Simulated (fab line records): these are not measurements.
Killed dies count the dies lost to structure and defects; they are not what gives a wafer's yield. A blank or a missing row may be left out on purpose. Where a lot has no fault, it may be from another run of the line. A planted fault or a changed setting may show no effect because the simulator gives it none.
Which of the tools did it? | flow n5_finfet | 8 lots, 24 wafers sampled, at 6 steps of a route of 1938

## WHAT THE GAUGES SHOWED, per wafer
N5_BEOL_M3_OCD_MEAS_38.
lot  | measured     | on     | trench_depth_nm (nm)
L372 | day 7 07:17  | ocd-01 | 55.1 54.3 55.5
L373 | day 7 20:17  | ocd-01 | 54.8 55.2 55.4
L374 | day 7 19:49  | ocd-01 | 54.9 55.3 55.4
L375 | day 8 10:20  | ocd-02 | 54.6 54.9 55.4
L378 | day 8 23:54  | ocd-02 | 56.3 56.1 53.7
L379 | day 9 07:20  | ocd-01 | 61.7 56.7 55.8
L394 | day 12 22:17 | ocd-01 | 55.3 56.3 56.9
L393 | day 13 06:30 | ocd-02 | 54.4 55.0 53.9

N5_BEOL_M4_RC_MEAS_101.
lot  | measured     | on        | DIBL_N (mV/V)  | DIBL_P (mV/V)  | IOFF_N (nA/um)    | IOFF_P (nA/um)    | ION_N (uA/um) | ION_P (uA/um) | SS_N (mV/dec)  | SS_P (mV/dec)  | VT_N (mV)         | VT_P (mV)
L372 | day 8 04:08  | prober-02 | 35.6 35.5 35.9 | 34.2 34.0 33.5 | 0.159 0.150 0.156 | 0.222 0.217 0.207 | 675 666 667   | 464 461 457   | 71.5 72.1 71.5 | 73.0 72.8 72.6 | 246.2 250.6 248.4 | -248.6 -248.1 -250.1
L373 | day 8 12:51  | prober-02 | 37.0 37.4 35.8 | 36.3 37.6 35.2 | 0.171 0.182 0.143 | 0.212 0.231 0.192 | 677 680 673   | 457 462 457   | 72.1 71.4 71.3 | 73.2 73.9 73.3 | 249.5 246.6 249.4 | -248.3 -246.2 -250.7
L374 | day 8 10:27  | prober-02 | 35.7 34.0 36.6 | 36.3 33.5 37.3 | 0.169 0.136 0.185 | 0.208 0.173 0.220 | 679 663 680   | 460 454 463   | 71.8 71.2 72.8 | 73.6 72.4 72.9 | 247.4 252.1 247.1 | -251.9 -254.5 -251.7
L375 | day 9 05:26  | prober-01 | 35.5 36.9 37.6 | 36.9 38.7 39.1 | 0.157 0.190 0.204 | 0.188 0.218 0.226 | 677 691 688   | 460 466 459   | 70.8 71.9 72.4 | 73.3 73.0 73.5 | 249.9 248.4 246.2 | -252.9 -249.9 -252.3
L378 | day 9 13:36  | prober-02 | 34.7 37.3 35.3 | 35.5 38.2 35.8 | 0.136 0.170 0.142 | 0.218 0.266 0.223 | 673 675 679   | 467 472 474   | 71.1 72.1 71.8 | 72.3 73.3 72.5 | 249.2 248.7 250.7 | -247.6 -243.5 -248.0
L379 | day 10 06:52 | prober-02 | 37.2 35.3 35.9 | 36.4 34.1 35.7 | 0.155 0.128 0.136 | 0.213 0.190 0.205 | 672 656 661   | 463 456 459   | 72.2 71.9 71.6 | 73.2 72.2 73.4 | 249.8 253.4 250.5 | -249.4 -249.6 -251.1
L394 | day 13 10:26 | prober-02 | 38.9 38.1 37.4 | 38.9 36.9 36.3 | 0.200 0.182 0.172 | 0.240 0.209 0.203 | 683 680 680   | 463 460 462   | 71.4 71.7 71.7 | 74.7 73.5 73.1 | 246.9 248.8 250.2 | -249.0 -250.7 -252.5
L393 | day 14 02:27 | prober-01 | 34.8 35.9 35.1 | 33.5 35.1 33.4 | 0.121 0.141 0.122 | 0.176 0.204 0.179 | 667 671 669   | 466 468 464   | 71.0 71.4 70.9 | 72.4 73.3 73.0 | 252.6 251.9 252.8 | -252.6 -248.8 -248.2

## EACH LOT AND THE TOOL THAT RAN IT (in order: tool; ch and the chambers of the sampled wafers; start)
lot  | N5_BEOL_M3_STRIP_66                | N5_BEOL_M3_ALD_98                 | N5_BEOL_M3_VIA_ETCH_34             | N5_BEOL_M3_TRENCH_ETCH_37
L372 | rie_diel-02 ch 2,3, day 7 05:29    | ald_sin-04 ch 0,1,3, day 7 06:34  | rie_diel-02 ch 0,3, day 7 07:02    | rie_diel-02 ch 0,3, day 7 07:08
L373 | rie_diel-02 ch 0,2,3, day 7 12:07  | ald_sin-04 ch 0,2,3, day 7 14:32  | rie_diel-01 ch 0,1,3, day 7 20:02  | rie_diel-01 ch 0,1,3, day 7 20:08
L374 | rie_diel-06 ch 0,1,3, day 7 13:06  | ald_sin-04 ch 0,2, day 7 14:37    | rie_diel-01 ch 0,2,3, day 7 19:34  | rie_diel-01 ch 0,2,3, day 7 19:40
L375 | rie_diel-06 ch 0,2, day 8 05:07    | ald_sin-04 ch 2,3, day 8 06:07    | rie_diel-02 ch 0,1,3, day 8 10:05  | rie_diel-02 ch 0,1,3, day 8 10:11
L378 | rie_diel-02 ch 0,1,3, day 8 16:36  | ald_sin-04 ch 0,2,3, day 8 17:32  | rie_diel-06 ch 0,2,3, day 8 23:38  | rie_diel-06 ch 0,2,3, day 8 23:44
L379 | rie_diel-06 ch 1,3, day 9 05:00    | ald_sin-01 ch 0,3, day 9 05:57    | rie_diel-02 ch 0,1,2, day 9 07:05  | rie_diel-02 ch 0,1,2, day 9 07:11
L394 | rie_diel-01 ch 0,1,2, day 12 14:59 | ald_sin-02 ch 0,1,3, day 12 16:23 | rie_diel-02 ch 1,2,3, day 12 22:02 | rie_diel-02 ch 1,2,3, day 12 22:08
L393 | rie_diel-01 ch 0,1,3, day 12 23:41 | ald_sin-02 ch 0,1,2, day 13 00:35 | rie_diel-01 ch 1,3, day 13 06:15   | rie_diel-01 ch 1,3, day 13 06:21
- N5_BEOL_M3_STRIP_66: strips in CF4.
- N5_BEOL_M3_ALD_98: deposits SiO2, target thk 2.5 nm, pulse time 1 s, co reactant pulse time 1 s.
- N5_BEOL_M3_VIA_ETCH_34: etches the open film in C4F6/O2, target depth 69.4 nm, time 65.9 s.
- N5_BEOL_M3_TRENCH_ETCH_37: etches SiOC in C4F6/O2, target depth 55.555 nm, time 29.2 s.

## WHAT THE TOOLS THEMSELVES READ (means of the sampled wafers that have a number; where no wafer has one, the mark that the record gives instead)
N5_BEOL_M3_STRIP_66.
lot  | tool        | chamber_pressure_mTorr (mTorr) | drypump_motor_current_A (A) | oes_product_au (a.u.) | rf_vpp_V (V) | showerhead_plenum_p_Torr (Torr) | throttle_valve_pct (%)
L372 | rie_diel-02 | 50.03                          | 5.7                         | 0.78                  | 272.5        | 1.82                            | 13.58
L373 | rie_diel-02 | 50.00                          | 5.8                         | 0.78                  | 271.2        | 1.80                            | 13.60
L374 | rie_diel-06 | 49.99                          | 6.1                         | 0.90                  | 272.0        | 1.80                            | 13.28
L375 | rie_diel-06 | 50.01                          | 5.7                         | 0.78                  | 270.8        | 1.77                            | 13.37
L378 | rie_diel-02 | 50.08                          | 5.8                         | 0.78                  | 271.1        | 1.79                            | 13.56
L379 | rie_diel-06 | 49.98                          | 6.1                         | 0.84                  | 270.7        | 1.79                            | 13.32
L394 | rie_diel-01 | 50.00                          | 5.5                         | 0.74                  | 270.4        | 1.77                            | 13.54
L393 | rie_diel-01 | 49.96                          | 5.4                         | 0.74                  | 270.4        | 1.77                            | 13.56

N5_BEOL_M3_ALD_98.
lot  | tool       | heater_power_w (W) | precursor_pulse_height_rel
L372 | ald_sin-04 | 71                 | 1.007
L373 | ald_sin-04 | 71                 | 1.014
L374 | ald_sin-04 | 68                 | 1.005
L375 | ald_sin-04 | 74                 | 0.991
L378 | ald_sin-04 | 69                 | 1.004
L379 | ald_sin-01 | 66                 | 0.990
L394 | ald_sin-02 | 82                 | 1.020
L393 | ald_sin-02 | 80                 | 1.024

N5_BEOL_M3_VIA_ETCH_34.
lot  | tool        | O2_flow_sccm (sccm) | chamber_pressure_mTorr (mTorr) | drypump_motor_current_A (A) | oes_f_703_au (a.u.) | oes_o_777_au (a.u.) | oes_product_au (a.u.) | rf_fwd_power_W (W) | rf_vpp_V (V) | showerhead_plenum_p_Torr (Torr) | throttle_valve_pct (%)
L372 | rie_diel-02 | 10.00               | 14.998                         | 5.7                         | 0.70                | 0.70                | 0.71                  | 347.5              | 663          | 2.89                            | 30.64
L373 | rie_diel-01 | 10.01               | 15.003                         | 5.4                         | 0.78                | 0.78                | 0.78                  | 346.4              | 665          | 2.81                            | 30.55
L374 | rie_diel-01 | 9.99                | 14.997                         | 5.1                         | 0.80                | 0.80                | 0.81                  | 346.2              | 668          | 2.83                            | 30.62
L375 | rie_diel-02 | 10.01               | 14.983                         | 5.9                         | 0.79                | 0.79                | 0.79                  | 347.0              | 662          | 2.85                            | 30.71
L378 | rie_diel-06 | 9.99                | 14.993                         | 5.8                         | 0.84                | 0.85                | 0.83                  | 347.7              | 662          | 2.79                            | 30.43
L379 | rie_diel-02 | 10.04               | 14.995                         | 6.0                         | 0.86                | 0.86                | 0.87                  | 347.6              | 659          | 2.80                            | 30.77
L394 | rie_diel-02 | 10.01               | 14.997                         | 5.9                         | 0.81                | 0.81                | 0.82                  | 348.1              | 661          | 2.82                            | 30.70
L393 | rie_diel-01 | 9.99                | 14.996                         | 5.0                         | 0.76                | 0.77                | 0.76                  | 348.3              | 660          | 2.72                            | 30.37

N5_BEOL_M3_TRENCH_ETCH_37.
lot  | tool        | O2_flow_sccm (sccm) | chamber_pressure_mTorr (mTorr) | drypump_motor_current_A (A) | oes_f_703_au (a.u.) | oes_o_777_au (a.u.) | oes_product_au (a.u.) | rf_fwd_power_W (W) | rf_vpp_V (V) | showerhead_plenum_p_Torr (Torr) | throttle_valve_pct (%)
L372 | rie_diel-02 | 10.013              | 29.989                         | 5.7                         | 0.70                | 0.70                | 0.70                  | 350.6              | 665          | 2.90                            | 20.86
L373 | rie_diel-01 | 9.994               | 29.985                         | 5.4                         | 0.77                | 0.78                | 0.78                  | 349.4              | 666          | 2.82                            | 20.69
L374 | rie_diel-01 | 9.992               | 30.002                         | 5.1                         | 0.79                | 0.80                | 0.80                  | 348.1              | 669          | 2.83                            | 20.73
L375 | rie_diel-02 | 10.040              | 30.021                         | 5.9                         | 0.79                | 0.79                | 0.79                  | 349.5              | 662          | 2.85                            | 20.85
L378 | rie_diel-06 | 9.980               | 29.991                         | 5.8                         | 0.84                | 0.85                | 0.82                  | 351.2              | 662          | 2.79                            | 20.58
L379 | rie_diel-02 | 9.977               | 30.011                         | 6.0                         | 0.94                | 0.93                | 0.88                  | 377.8              | 636          | 2.80                            | 20.84
L394 | rie_diel-02 | 10.027              | 30.009                         | 5.8                         | 0.81                | 0.81                | 0.83                  | 351.1              | 662          | 2.82                            | 20.83
L393 | rie_diel-01 | 10.038              | 29.999                         | 5.1                         | 0.76                | 0.76                | 0.76                  | 349.4              | 662          | 2.72                            | 20.59

## THE ANSWER, worked out from the rows above alone
Rule: the lots themselves supply what counts as usual. The widest of any qualifying gaps counts: lots, ordered by their means at a reading, are off when they make up no more than a third of the lots, leave a main group of 4 or more, and stand apart from it by 3 or more times the standard deviation of that group's means. The tables above print the reading to a certain number of digits; a main group whose means all agree to those digits is not used. Also off: a lot with no number at a reading for which 4 or more lots have one. All remaining lots with rows at the step are treated as sound. First the gauges in route order, then the tools' own readings, where a lot's mean is used as printed above. The first step at which some lot is off is used, and at that step the reading that is off furthest; a lot without a number counts as furthest.
Off at N5_BEOL_M3_OCD_MEAS_38 (trench_depth_nm): L379. For the main group the mean is 55.2 nm and the standard deviation 0.49.
If a tool, at a process step before that reading, ran all the lots that are off and no sound lot after the first of them, it fits. Not tried: the gauges at N5_BEOL_M3_OCD_MEAS_38; whatever is off there is also off at N5_BEOL_M4_RC_MEAS_101, on other tools, and gauge error can't account for it. Undecided on this evidence; 2 tools fit (rie_diel-06 at N5_BEOL_M3_STRIP_66, ald_sin-01 at N5_BEOL_M3_ALD_98).

## WHAT WAS PUT IN BY THE SIMULATOR
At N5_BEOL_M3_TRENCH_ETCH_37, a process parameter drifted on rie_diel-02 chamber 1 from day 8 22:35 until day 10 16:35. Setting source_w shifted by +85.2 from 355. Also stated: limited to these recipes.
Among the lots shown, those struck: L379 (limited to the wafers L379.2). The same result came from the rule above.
